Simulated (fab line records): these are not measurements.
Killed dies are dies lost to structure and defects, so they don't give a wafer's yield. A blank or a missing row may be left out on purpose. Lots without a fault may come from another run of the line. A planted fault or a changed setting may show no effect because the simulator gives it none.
Matching of chambers || flow nand-harc || 3 sister chambers for NHARC_A_M0_DEP_32 on pecvd-04
The step deposits SiCN, target thk 30 nm. 6 wafers are shown with their chamber, then 12 later ones without.

== WAFERS PAIRED WITH THEIR CHAMBERS ==
{"wafer": "L087.4", "chamber": 0, "heater-power-w (W)": 547}
{"wafer": "L087.5", "chamber": 1, "heater-power-w (W)": 525}
{"wafer": "L086.2", "chamber": 0, "heater-power-w (W)": 548}
{"wafer": "L089.3", "chamber": 2, "heater-power-w (W)": 556}
{"wafer": "L089.5", "chamber": 2, "heater-power-w (W)": 595}
{"wafer": "L089.6", "chamber": 1, "heater-power-w (W)": 513}

== WAFERS WHOSE CHAMBER IS MISSING ==
{"wafer": "L085.1", "heater-power-w (W)": 542}
{"wafer": "L085.2", "heater-power-w (W)": 644}
{"wafer": "L085.3", "heater-power-w (W)": 522}
{"wafer": "L090.1", "heater-power-w (W)": 507}
{"wafer": "L090.4", "heater-power-w (W)": 504}
{"wafer": "L090.5", "heater-power-w (W)": 654}
{"wafer": "L092.3", "heater-power-w (W)": 598}
{"wafer": "L092.5", "heater-power-w (W)": 594}
{"wafer": "L092.6", "heater-power-w (W)": 514}
{"wafer": "L094.1", "heater-power-w (W)": 514}
{"wafer": "L094.3", "heater-power-w (W)": 474}
{"wafer": "L094.6", "heater-power-w (W)": 569}

== WHICH CHAMBER EACH ONE RAN IN ==
{"wafer": "L085.1", "from the rows above": "can't be placed: 0 or 1 or 2", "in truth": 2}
{"wafer": "L085.2", "from the rows above": "can't be placed: 2 or 0", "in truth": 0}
{"wafer": "L085.3", "from the rows above": "can't be placed: 1 or 0", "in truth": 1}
{"wafer": "L090.1", "from the rows above": "can't be placed: 1 or 0", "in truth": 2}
{"wafer": "L090.4", "from the rows above": "can't be placed: 1 or 0", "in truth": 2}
{"wafer": "L090.5", "from the rows above": "can't be placed: 2 or 0", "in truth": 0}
{"wafer": "L092.3", "from the rows above": "can't be placed: 2 or 0", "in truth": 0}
{"wafer": "L092.5", "from the rows above": "can't be placed: 2 or 0", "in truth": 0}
{"wafer": "L092.6", "from the rows above": "can't be placed: 1 or 0", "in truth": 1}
{"wafer": "L094.1", "from the rows above": "can't be placed: 1 or 0", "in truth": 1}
{"wafer": "L094.3", "from the rows above": "can't be placed: 1 or 0", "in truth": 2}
{"wafer": "L094.6", "from the rows above": "can't be placed: 2 or 0", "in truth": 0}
0 of 12 placed correctly. These rows do not allow placing 12 (true chamber among the candidates in 9). Wrongly placed: 0.
How it was worked out, from the rows above alone: a wafer's distance from a chamber is the root of the sum, over the readings, of the square of ((its reading less the chamber's mean) divided by the reading's scatter). If the next closest chamber is less than 2 further off than the closest, the wafer can't be placed; otherwise it belongs to the closest. For every chamber, the mean is computed from those of its wafers that are shown. The scatter is the square root of a quotient: the sum, over the shown wafers, of each reading's squared deviation from its chamber's mean, divided by wafers minus chambers.
